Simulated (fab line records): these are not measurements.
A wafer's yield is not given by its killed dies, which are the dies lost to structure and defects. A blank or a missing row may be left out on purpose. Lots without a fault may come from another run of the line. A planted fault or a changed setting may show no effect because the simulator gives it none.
Matching of chambers | flow n5-finfet | N5_HKMG_FIN_HK_ALD_01 on ald-hk-03: 4 sister chambers
The step deposits HfO2, target thk 1.6 nm, pulse time 3 s, purge time 3 s. 4 wafers are shown with their chamber, then 12 later ones without.

## WAFERS PAIRED WITH THEIR CHAMBERS
wafer  | chamber | precursor-pulse-height-rel
L086.5 | 1       | 0.991
L086.6 | 2       | 1.023
L087.1 | 0       | 1.019
L087.5 | 3       | 0.991

## WAFERS WITH NO CHAMBER GIVEN
wafer  | precursor-pulse-height-rel
L091.2 | 0.989
L091.5 | 1.004
L091.6 | 1.016
L095.2 | 1.015
L095.5 | 0.998
L095.6 | 1.019
L096.2 | 1.017
L096.5 | 1.017
L096.6 | 1.042
L097.1 | 1.015
L097.5 | 0.984
L097.6 | 0.997

## WHICH CHAMBER EACH ONE RAN IN
wafer  | from the rows above               | in truth
L091.2 | can't be placed: 1 or 3           | 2
L091.5 | can't be placed: 1 or 3 or 0 or 2 | 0
L091.6 | can't be placed: 0 or 2           | 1
L095.2 | can't be placed: 0 or 2           | 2
L095.5 | can't be placed: 1 or 3 or 0      | 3
L095.6 | can't be placed: 0 or 2           | 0
L096.2 | can't be placed: 0 or 2           | 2
L096.5 | can't be placed: 0 or 2           | 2
L096.6 | can't be placed: 2 or 0           | 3
L097.1 | can't be placed: 0 or 2           | 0
L097.5 | can't be placed: 1 or 3           | 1
L097.6 | can't be placed: 1 or 3           | 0
Correctly placed: 0 of 12. Cannot be placed on the basis of these rows: 12; the candidates contain the true chamber in 8. Placed wrongly: 0.
How it was worked out, from the rows above alone: a wafer's distance from a chamber is the root of the sum, over the readings, of the square of ((its reading less the chamber's mean) divided by the reading's scatter). The wafer belongs to the nearest chamber; if the next one is less than 2 further off, it can't be placed. The mean given for a chamber averages the wafers shown for that chamber. The scatter: root of mean squared gap, hidden wafer to nearest shown wafer, with one shown wafer a chamber.
